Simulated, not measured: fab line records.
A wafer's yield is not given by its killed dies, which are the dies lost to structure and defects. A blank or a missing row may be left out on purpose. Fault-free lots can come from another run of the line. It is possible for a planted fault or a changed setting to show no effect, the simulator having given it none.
A struck lot beside a sound one || flow n5Finfet || 38 out of 1938 route steps
Sound: the wafers L132.2, L132.3, L132.6. Wafers struck: L142.2, L142.3, L142.4. Last of all comes the cause.
At each step with rows: each side's tool, then ch and its chambers, then its first start. Under that, the readings that differ: sound wafers || struck wafers || difference of the means || sigmas: that difference in standard deviations of wafers without a fault.
alike: readings whose means differ by less than 2 such deviations, and words and numbers that are the same on both sides. not compared: withheld readings, readings that some wafer has no value for, bounds like >300 that may hide the same value, and numbers for which the record gives no deviation and whose values overlap.
Wherever a step has rows on one side only, a row that says differs or no value, or a row with sigmas, the two part there. Non-overlapping numbers with no deviation appear without sigmas and do not part them. A reading missing from all wafers of one side parts the sides only when that side holds two or more wafers.

first, 9 steps without rows for these wafers: N5_MOL_CONTACT_COAG_SPUTTER_130 (material Co, target thk 47.5 nm); N5_MOL_CONTACT_COAG_PRECLEAN_125 (cleans in DIW, time 57.5 s); N5_MOL_CONTACT_COAG_SRD_126 (dry time 32 s); N5_MOL_CONTACT_COAG_CMP_23 (polishes, stops on SiO2, t overpolish 1.5 s, target thk 0 nm); N5_MOL_CONTACT_COAG_WET_ETCH_26 (target Co, target depth 13 nm); N5_MOL_CONTACT_COAG_WET_ETCH_116 (etches the open film in SC1-inhibited, target depth 4.6 nm, rinse time 30 s); N5_MOL_CONTACT_COAG_ALD_27 (deposits SiOC, target thk 17 nm, pulse time 1.5 s, time 2720 s); N5_MOL_CONTACT_COAG_CMP_28 (polishes, stops on SiNx, t overpolish 0.85 s, target thk 14.522 nm); N5_MOL_CONTACT_COAG_ALD_123 (deposits SiNx, target thk 5 nm, pulse time 1 s, purge time 2 s).
N5_MOL_CONTACT_COAG_PECVD_31: deposits SiO2 from TEOS/O2, target thk 46 nm, time 8.9 s.
  sound on pecvd-03 ch 1,2, day 6 05:24; struck on pecvd-03 ch 0,1,2, day 8 19:59
  alike: susceptorTempC
then, 25 steps without rows for these wafers: N5_MOL_CONTACT_COAG_COAT_75 (time 60 s, resist thk 60 nm); N5_MOL_CONTACT_COAG_COAT_76 (time 60 s, resist thk 10 nm); N5_MOL_CONTACT_COAG_COAT_77 (time 60 s, resist thk 10 nm); N5_MOL_CONTACT_COAG_COAT_78 (resist thk 40 nm); N5_MOL_CONTACT_COAG_EBR_80; N5_MOL_CONTACT_COAG_SOFTBAKE_79 (time 60 s); N5_MOL_CONTACT_COAG_EXPOSE_81 (exposes mask VG, defocus 0 nm); N5_MOL_CONTACT_COAG_PEB_82 (peb time 60 s); N5_MOL_CONTACT_COAG_DEVELOP_83 (develop time 30 s); N5_MOL_CONTACT_COAG_DESCUM_88 (chemistry O2, time 7 s); N5_MOL_CONTACT_COAG_ETCH_89 (etches underlayer in N2/H2, target depth 13 nm, time 10.4 s); N5_MOL_CONTACT_COAG_ETCH_90 (etches SiARC in CF4, target depth 13 nm, time 21.7 s); N5_MOL_CONTACT_COAG_ALD_131 (deposits SiO2, target thk 5 nm, pulse time 1 s, co reactant pulse time 1 s); N5_MOL_CONTACT_COAG_ETCHBACK_132 (etches SiO2 in CHF3, target depth 10 nm, time 6.7 s); N5_MOL_CONTACT_COAG_ETCH_91 (etches SOC in N2/H2, target depth 60 nm, overetch 21 nm, time 101.2 s); N5_MOL_CONTACT_COAG_STRIP_92 (strips in N2/H2); N5_MOL_CONTACT_COAG_STRIP_93 (strips in N2/H2); N5_MOL_CONTACT_COAG_ETCHBACK_135 (etches SiO2 in CHF3, target depth 25 nm, time 16.7 s); N5_MOL_CONTACT_COAG_STRIP_118 (strips in CHF3); N5_MOL_CONTACT_COAG_VIA_ETCH_46 (etches SiO2 in C4F6/O2, target depth 46 nm, overetch 9.2 nm, time 40 s); N5_MOL_CONTACT_COAG_STRIP_96 (strips in N2/H2); N5_MOL_CONTACT_COAG_ETCH_47 (etches SiNx in CH3F/O2, stops on W, target depth 27 nm); N5_MOL_CONTACT_COAG_STRIP_119 (strips in N2/H2, time 30 s); N5_MOL_CONTACT_COAG_PRECLEAN_144 (cleans in alkaline clean, time 60 s); N5_MOL_CONTACT_COAG_SRD_145 (time 30 s).
N5_MOL_CONTACT_COAG_THK_MEAS_53:
  sound: filmMetro-01 at day 6 09:23; struck: filmMetro-02 at day 9 01:16
{"reading": "VIA_MOL_THK (nm)", "sound": "44.2 45.0 44.9", "struck": "34.0 34.2 34.1", "difference": -10.6, "sigmas": -13}
-- a jump in the record: the struck wafers' starts before and after are 4 days apart (it breaks off in module MOL_CONTACT_COAG and resumes in module BEOL_M4, where the first step shown is number 1111 of the route) --
N5_BEOL_M4_RC_MEAS_101:
  sound on prober-02 ch 0, day 10 07:04; struck on prober-01 ch 0, day 12 19:38
{"reading": "VT_N (mV)", "sound": "247 259 246", "struck": "241 241 249", "difference": -7, "sigmas": -2}
  alike: DIBL_N, DIBL_P, IOFF_N, IOFF_P, ION_N, ION_P, SS_N, SS_P, VT_P
-- record jumps: 6 days separate the struck wafers' starts on either side; left off in module BEOL_M4, taken up again in module PASSIVATION, whose first shown step is the route's number 1936 --
N5_PASSIVATION_PROBE_49:
  record: rows for the struck wafers here (prober-02, day 18 10:11), none for the sound ones

## WHERE THEY PART
Earliest at N5_MOL_CONTACT_COAG_THK_MEAS_53; latest, in this record, at N5_PASSIVATION_PROBE_49.

WHY: what had been put in by the simulator
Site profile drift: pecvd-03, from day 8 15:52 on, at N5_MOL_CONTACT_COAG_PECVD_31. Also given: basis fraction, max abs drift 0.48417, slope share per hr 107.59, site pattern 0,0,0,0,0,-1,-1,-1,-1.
